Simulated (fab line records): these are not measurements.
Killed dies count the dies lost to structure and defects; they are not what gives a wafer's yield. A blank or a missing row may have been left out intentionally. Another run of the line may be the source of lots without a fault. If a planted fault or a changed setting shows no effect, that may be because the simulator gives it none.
What tool caused it? ; flow nand harc ; 24 lots with 72 wafers sampled at 3 steps, on a route of 1159 steps

WHAT EACH GAUGE READ, for each wafer
NHARC_A_SLIT_CD_MEAS_09 targets a cd of 300 nm.
lot;measured;on;cd nm (nm)
L074;day 13 22:23;cd sem-02;300.3 299.9 300.0
L076;day 14 17:53;cd sem-02;299.1 298.6 299.4
L078;day 14 22:09;cd sem-03;299.5 299.5 299.6
L075;day 14 22:20;cd sem-02;299.2 301.3 299.9
L077;day 15 00:16;cd sem-01;299.5 299.5 299.3
L079;day 15 10:22;cd sem-03;300.8 300.9 300.7
L082;day 16 07:52;cd sem-03;298.7 299.3 299.3
L084;day 16 12:13;cd sem-03;298.9 300.2 298.5
L080;day 16 12:14;cd sem-01;300.2 300.0 300.1
L081;day 16 12:16;cd sem-02;299.7 300.3 299.6
L083;day 16 14:04;cd sem-02;299.0 300.5 300.4
L086;day 17 16:21;cd sem-01;300.1 300.1 300.3
L087;day 17 16:30;cd sem-02;300.4 299.6 299.0
L089;day 17 18:12;cd sem-02;299.9 299.6 300.6
L088;day 17 18:23;cd sem-02;300.4 300.3 300.6
L085;day 17 19:34;cd sem-01;299.4 298.9 299.2
L090;day 18 05:19;cd sem-01;300.3 299.1 298.7
L091;day 18 05:04;cd sem-03;298.9 299.7 300.3
L093;day 18 18:13;cd sem-02;301.0 299.8 299.1
L092;day 18 18:29;cd sem-03;300.9 300.0 299.9
L095;day 19 09:05;cd sem-02;299.9 300.0 300.1
L094;day 19 09:15;cd sem-03;299.2 298.6 298.8
L096;day 20 03:13;cd sem-01;301.0 299.6 299.6
L097;day 20 03:28;cd sem-03;301.4 300.3 301.1

WHAT TOOL EACH LOT RAN ON (gives the tool, then ch and the chambers of the sampled wafers, and finally the start)
lot;NHARC_A_SLIT_DEP_00;NHARC_A_SLIT_DEP_23
L074;acl dep-01 ch 0, day 13 19:43;pecvd-02 ch 0,1, day 13 21:46
L076;acl dep-03 ch 0, day 14 16:10;pecvd-02 ch 0,1,2, day 14 17:17
L078;acl dep-03 ch 0, day 14 19:37;pecvd-04 ch 1,2, day 14 21:35
L075;acl dep-01 ch 0, day 14 19:37;pecvd-01 ch 0,2, day 14 21:40
L077;acl dep-03 ch 0, day 14 21:34;pecvd-04 ch 0,1, day 14 23:37
L079;acl dep-02 ch 0, day 15 07:43;pecvd-04 ch 0,1, day 15 09:41
L082;acl dep-02 ch 0, day 16 05:21;pecvd-02 ch 0,2, day 16 07:19
L084;acl dep-01 ch 0, day 16 05:55;pecvd-02 ch 0,2, day 16 07:35
L080;acl dep-01 ch 0, day 16 09:32;pecvd-02 ch 0,1,2, day 16 11:32
L081;acl dep-02 ch 0, day 16 09:52;pecvd-02 ch 0,2, day 16 11:44
L083;acl dep-02 ch 0, day 16 11:31;pecvd-01 ch 0,1,2, day 16 13:31
L086;acl dep-02 ch 0, day 17 13:39;pecvd-04 ch 0,1,2, day 17 15:40
L087;acl dep-03 ch 0, day 17 13:46;pecvd-02 ch 0,2, day 17 15:45
L089;acl dep-02 ch 0, day 17 15:38;pecvd-02 ch 1,2, day 17 17:42
L088;acl dep-03 ch 0, day 17 16:02;pecvd-04 ch 0,1,2, day 17 17:41
L085;acl dep-01 ch 0, day 17 16:45;pecvd-02 ch 0,1,2, day 17 18:53
L090;acl dep-01 ch 0, day 18 02:36;pecvd-01 ch 1,2, day 18 04:38
L091;acl dep-02 ch 0, day 18 03:27;pecvd-02 ch 0,1,2, day 18 04:35
L093;acl dep-02 ch 0, day 18 15:53;pecvd-02 ch 0,1,2, day 18 17:34
L092;acl dep-03 ch 0, day 18 16:27;pecvd-04 ch 0,1,2, day 18 17:51
L095;acl dep-02 ch 0, day 19 06:25;pecvd-02 ch 0,1,2, day 19 08:26
L094;acl dep-01 ch 0, day 19 06:25;pecvd-02 ch 0,1, day 19 08:37
L096;acl dep-02 ch 0, day 20 00:30;pecvd-01 ch 0,1,2, day 20 02:33
L097;acl dep-01 ch 0, day 20 01:34;pecvd-04 ch 0,1,2, day 20 02:56
- NHARC_A_SLIT_DEP_00: deposits aC, target thk 3200 nm.
- NHARC_A_SLIT_DEP_23: deposits SiON, target thk 100 nm.

AS READ BY THE TOOLS THEMSELVES (means over the sampled wafers that have a number; for cases with no such wafer, the mark the record gives instead)
NHARC_A_SLIT_DEP_00.
lot;tool;throttle valve pct (%)
L074;acl dep-01;35.000
L076;acl dep-03;35.007
L078;acl dep-03;35.000
L075;acl dep-01;35.001
L077;acl dep-03;35.004
L079;acl dep-02;34.999
L082;acl dep-02;34.993
L084;acl dep-01;35.002
L080;acl dep-01;35.003
L081;acl dep-02;34.990
L083;acl dep-02;35.005
L086;acl dep-02;34.986
L087;acl dep-03;35.005
L089;acl dep-02;34.991
L088;acl dep-03;34.999
L085;acl dep-01;35.003
L090;acl dep-01;35.015
L091;acl dep-02;34.993
L093;acl dep-02;35.004
L092;acl dep-03;34.995
L095;acl dep-02;35.000
L094;acl dep-01;34.996
L096;acl dep-02;34.992
L097;acl dep-01;34.993

NHARC_A_SLIT_DEP_23.
lot;tool;heater power outer w (W);heater power w (W);rf fwd power W (W)
L074;pecvd-02;459;764;347.3
L076;pecvd-02;429;759;348.3
L078;pecvd-04;432;773;349.2
L075;pecvd-01;463;712;347.9
L077;pecvd-04;484;857;347.8
L079;pecvd-04;501;866;349.8
L082;pecvd-02;415;683;347.8
L084;pecvd-02;404;696;348.4
L080;pecvd-02;485;844;347.8
L081;pecvd-02;410;711;349.0
L083;pecvd-01;442;711;348.6
L086;pecvd-04;502;839;348.4
L087;pecvd-02;420;732;349.2
L089;pecvd-02;522;936;348.8
L088;pecvd-04;474;815;347.9
L085;pecvd-02;484;834;349.0
L090;pecvd-01;450;753;348.3
L091;pecvd-02;474;820;348.8
L093;pecvd-02;453;793;347.6
L092;pecvd-04;477;811;347.6
L095;pecvd-02;498;836;348.4
L094;pecvd-02;524;903;348.6
L096;pecvd-01;455;732;347.7
L097;pecvd-04;476;817;348.6

THE ANSWER, worked out from the rows above alone
Rule: usual is defined by the lots themselves. Put in order of their means at a reading, lots are off if they are a third of the lots or fewer, leave a main group of 4 or more, and stand apart from it by a gap of 3 or more times the standard deviation of the main group's means; of several such gaps the widest counts. If all means in a main group match to the digits the tables above print for the reading, that group is not used. A lot without any number at a reading at which 4 lots or more have one is off too. Any other lot the step has rows for is counted as sound. First the gauges in route order, then the tools' own readings, where a lot's mean is used as printed above. At the first step where some lot is off, the reading lying furthest off is the one used; lots without a number count as furthest.
None of the lots is off at any reading shown; this tells nothing.

WHAT THE SIMULATOR HAD PUT IN
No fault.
